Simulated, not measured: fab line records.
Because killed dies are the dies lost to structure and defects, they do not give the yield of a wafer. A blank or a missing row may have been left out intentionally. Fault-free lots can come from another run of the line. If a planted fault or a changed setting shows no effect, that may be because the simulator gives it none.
Chamber matching -- flow n5-finfet -- N5_HKMG_FIN_ALD_71 on ald-metal-04: 4 sister chambers
The step deposits TiN, target thk 1 nm, pulse time 1 s, purge time 3 s. 8 wafers are shown with their chamber, then 9 later ones without.

== WAFERS, EACH WITH ITS CHAMBER ==
wafer,chamber,heater-power-outer-w (W),heater-power-w (W)
L076.5,3,535,866
L078.5,3,535,856
L080.6,2,456,743
L081.1,2,465,737
L084.6,1,555,867
L085.2,0,466,775
L085.3,1,579,862
L085.5,0,465,790

== WAFERS WITHOUT THEIR CHAMBER ==
wafer,heater-power-outer-w (W),heater-power-w (W)
L088.1,569,884
L088.3,524,869
L088.5,552,878
L092.1,542,851
L092.2,472,803
L092.3,535,859
L095.2,463,793
L095.3,530,867
L095.4,568,862

== EACH ONE'S CHAMBER ==
wafer,from the rows above,in truth
L088.1,1,1
L088.3,3,3
L088.5,can't be placed: 1 or 3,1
L092.1,can't be placed: 3 or 1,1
L092.2,0,0
L092.3,3,3
L095.2,0,0
L095.3,3,3
L095.4,1,1
7 of 9 placed correctly. Cannot be placed on the basis of these rows: 2; the candidates contain the true chamber in 2. Number placed wrongly: 0.
How it was worked out, from the rows above alone: a wafer's distance from a chamber is the root of the sum, over the readings, of the square of ((its reading less the chamber's mean) divided by the reading's scatter). The wafer belongs to the nearest chamber; if the next one is less than 2 further off, it can't be placed. Each chamber's mean is taken over the wafers shown for it. The scatter: the root of (the sum of the squares of (reading less its chamber's mean) over the shown wafers, divided by (wafers less chambers)).
